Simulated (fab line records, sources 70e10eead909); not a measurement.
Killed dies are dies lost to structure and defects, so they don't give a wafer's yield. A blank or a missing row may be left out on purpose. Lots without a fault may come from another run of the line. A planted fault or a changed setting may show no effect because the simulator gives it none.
Which tool did it? | flow nand_harc | 12 lots, 36 wafers sampled, at 1 step of a route of 1302

WHAT THE GAUGES READ, wafer by wafer
NHARC_A_CONTACT_CD_MEAS_80.
lot  | measured     | on        | cd_nm (nm)
L075 | day 22 06:42 | cd_sem-02 | 290.2 289.4 290.3
L077 | day 22 21:29 | cd_sem-02 | 290.5 290.6 290.6
L079 | day 23 22:26 | cd_sem-02 | 288.9 288.7 288.8
L080 | day 24 21:13 | cd_sem-03 | 290.0 289.8 290.0
L084 | day 26 04:05 | cd_sem-01 | 289.9 289.8 290.6
L085 | day 26 10:55 | cd_sem-03 | 289.5 290.0 290.6
L086 | day 26 22:30 | cd_sem-02 | 290.5 288.7 290.0
L088 | day 27 18:32 | cd_sem-02 | 290.1 290.2 289.1
L091 | day 28 17:40 | cd_sem-02 | 288.5 287.5 288.2
L094 | day 30 02:06 | cd_sem-01 | 290.5 290.1 289.9
L095 | day 30 17:54 | cd_sem-02 | 289.8 290.0 289.8
L097 | day 31 09:38 | cd_sem-02 | 288.7 289.5 288.9

WHICH TOOL RAN EACH LOT (tool, then ch and the chambers of the sampled wafers, then the start)
The record holds no process step before these readings.

THE ANSWER, worked out from the rows above alone
Rule: what is usual is taken from the lots themselves. Put in order of their means at a reading, lots are off if they are a third of the lots or fewer, leave a main group of 4 or more, and stand apart from it by a gap of 3 or more times the standard deviation of the main group's means; of several such gaps the widest counts. A main group whose means are all the same, to the digits that the tables above print for the reading, isn't used. A lot without any number at a reading at which 4 lots or more have one is off too. The other lots that the step has rows for count as sound.
No lot is off at any reading shown: from this, nothing can be told.

WHAT THE SIMULATOR HAD PUT IN
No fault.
